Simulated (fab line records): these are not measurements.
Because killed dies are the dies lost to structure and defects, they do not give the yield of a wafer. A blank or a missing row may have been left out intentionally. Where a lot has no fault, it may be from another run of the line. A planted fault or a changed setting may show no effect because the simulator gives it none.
Split-lot study | flow n5 finfet | 7 lots, 39 wafers read, on a route of 1938 steps

== ON THE SPLIT ==
At N5_MOL_CONTACT_COAG_EXPOSE_05 (exposes mask CA, defocus 0 nm), the setting dose mj was moved away from the recipe's 38.25 on 15 of the 39 wafers read, by -4.2% to +4.9%. All remaining wafers had this setting at the recipe value.

== FROM THE SPLIT TO THE READING: what the file shows between them, 2 steps ==
- N5_MOL_CONTACT_COAG_PEB_06: peb time 60 s
- N5_MOL_CONTACT_COAG_DEVELOP_07: develop time 30 s

== THE READING ==
Shown in nm: cd nm at N5_MOL_CONTACT_COAG_CD_MEAS_08, with target cd 28 nm. A value of 28.12 nm with a standard deviation of 0.26 nm is what fault-free wafers of this fab line usually give.

wafer  | tool, chamber at the split | dose mj as run | against the recipe | cd nm, nm | against lot-mates on the recipe
L077.1 | euv scanner-01, 0          | 38.25          | recipe             | 27.88     | -
L077.2 | euv scanner-01, 0          | 38.25          | recipe             | 28.14     | -
L077.3 | euv scanner-01, 0          | 38.25          | recipe             | 27.84     | -
L077.4 | euv scanner-01, 0          | 38.25          | recipe             | 28.18     | -
L077.5 | euv scanner-01, 0          | 38.25          | recipe             | 28.29     | -
L077.6 | euv scanner-01, 0          | 38.25          | recipe             | 27.78     | -
L082.3 | euv scanner-02, 0          | 38.25          | recipe             | 28.36     | -
L082.4 | euv scanner-02, 0          | 38.25          | recipe             | 28.04     | -
L082.6 | euv scanner-02, 0          | 38.25          | recipe             | 28.40     | -
L084.1 | euv scanner-02, 0          | 36.64          | -4.2%              | 27.03     | -0.91
L084.2 | euv scanner-02, 0          | 38.25          | recipe             | 27.73     | -
L084.3 | euv scanner-02, 0          | 36.64          | -4.2%              | 26.70     | -1.24
L084.4 | euv scanner-02, 0          | 36.64          | -4.2%              | 27.00     | -0.94
L084.5 | euv scanner-02, 0          | 38.25          | recipe             | 27.92     | -
L084.6 | euv scanner-02, 0          | 38.25          | recipe             | 28.17     | -
L088.1 | euv scanner-02, 0          | 40.13          | +4.9%              | 29.06     | +0.72
L088.2 | euv scanner-02, 0          | 38.25          | recipe             | 28.17     | -
L088.3 | euv scanner-02, 0          | 40.13          | +4.9%              | 29.36     | +1.02
L088.4 | euv scanner-02, 0          | 40.13          | +4.9%              | 29.09     | +0.75
L088.5 | euv scanner-02, 0          | 38.25          | recipe             | 28.66     | -
L088.6 | euv scanner-02, 0          | 38.25          | recipe             | 28.20     | -
L089.1 | euv scanner-01, 0          | 39.82          | +4.1%              | 29.39     | +1.14
L089.2 | euv scanner-01, 0          | 38.25          | recipe             | 28.37     | -
L089.3 | euv scanner-01, 0          | 38.25          | recipe             | 28.33     | -
L089.4 | euv scanner-01, 0          | 38.25          | recipe             | 28.06     | -
L089.5 | euv scanner-01, 0          | 39.82          | +4.1%              | 28.83     | +0.58
L089.6 | euv scanner-01, 0          | 39.82          | +4.1%              | 28.97     | +0.72
L093.1 | euv scanner-02, 0          | 38.25          | recipe             | 27.68     | -
L093.2 | euv scanner-02, 0          | 38.25          | recipe             | 27.77     | -
L093.3 | euv scanner-02, 0          | 39.06          | +2.1%              | 28.44     | +0.67
L093.4 | euv scanner-02, 0          | 39.06          | +2.1%              | 28.03     | +0.26
L093.5 | euv scanner-02, 0          | 38.25          | recipe             | 27.87     | -
L093.6 | euv scanner-02, 0          | 39.06          | +2.1%              | 28.10     | +0.33
L096.1 | euv scanner-02, 0          | 38.25          | recipe             | 28.01     | -
L096.2 | euv scanner-02, 0          | 38.25          | recipe             | 28.34     | -
L096.3 | euv scanner-02, 0          | 36.73          | -4.0%              | 27.36     | -0.79
L096.4 | euv scanner-02, 0          | 38.25          | recipe             | 28.09     | -
L096.5 | euv scanner-02, 0          | 36.73          | -4.0%              | 27.22     | -0.93
L096.6 | euv scanner-02, 0          | 36.73          | -4.0%              | 27.04     | -1.11

THE FIT
A straight line over all 39 wafers: cd nm changes by +0.229 nm for each +1% of dose mj; r = +0.91; the points scatter about the line by 0.26 nm.
The same after taking each lot's own level away (the mean of its wafers on the recipe; 39 wafers): +0.208 nm for each +1%; r = +0.94; scatter 0.19 nm.
Per that fit: largest dose mj move, reading shift of 1 nm.
The lots' own levels span 27.773 to 28.343 nm, that is 2.2 times the standard deviation above.
Hence the slope depends on the lot-to-lot level, as the two fits are not the same.
Check: with one of the wafers moved furthest among these (+4.9%) left out of the fit, the line predicts +1.02 nm for it against its lot-mates. Against them it came out at +0.717 nm.

== FURTHER SPLITS ON THESE WAFERS ==
Before the reading, these wafers also passed through other splits. Each is held against what the fit with the lots' levels taken away leaves over:
other split on the same wafers | wafers away from the commonest value | r with cd nm (lot level and that fit taken away)
N5_HKMG_FIN_EXPOSE_46 dose mj  | 15                                   | -0.06

== THE WHOLE CHAIN: every reading that the file lists as answering this split, in the file's order ==
step                           | what it does                                                        | reading                                                                        | change (the file's fit)               | r (the file's)
N5_MOL_CONTACT_COAG_CD_MEAS_08 | target cd 28 nm                                                     | cd nm                                                                          | +0.207 nm for each +1% of the setting | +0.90
N5_MOL_CONTACT_COAG_ETCH_59    | etches underlayer in N2/H2, target depth 13 nm, time 10.4 s         | MOL_CONTACT_COAG.cd offset nm (the simulator's own value, which no gauge read) | +0.228 nm for each +1% of the setting | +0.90
N5_MOL_CONTACT_COAG_ETCH_105   | etches SiARC in CF4, target depth 15.6 nm, time 26 s                | MOL_CONTACT_COAG.cd offset nm (the simulator's own value, which no gauge read) | +0.237 nm for each +1% of the setting | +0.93
N5_MOL_CONTACT_COAG_ETCH_106   | etches SOC in N2/H2, target depth 80 nm, overetch 16 nm, time 120 s | MOL_CONTACT_COAG.cd offset nm (the simulator's own value, which no gauge read) | +0.249 nm for each +1% of the setting | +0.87
N5_MOL_CONTACT_COAG_ETCH_15    | etches SiNx in CH3F/O2, stops on Si:P, target depth 7 nm            | MOL_CONTACT_COAG.cd offset nm (the simulator's own value, which no gauge read) | +0.259 nm for each +1% of the setting | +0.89
N5_MOL_CONTACT_COAG_ETCH_110   | etches Si in CF4/O2, target depth 2.5 nm, time 8 s                  | MOL_CONTACT_COAG.cd offset nm (the simulator's own value, which no gauge read) | +0.265 nm for each +1% of the setting | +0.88

== THE FILE'S OWN FIT ==
cd nm changes by +0.207 nm for each +1% of dose mj, r = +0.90.
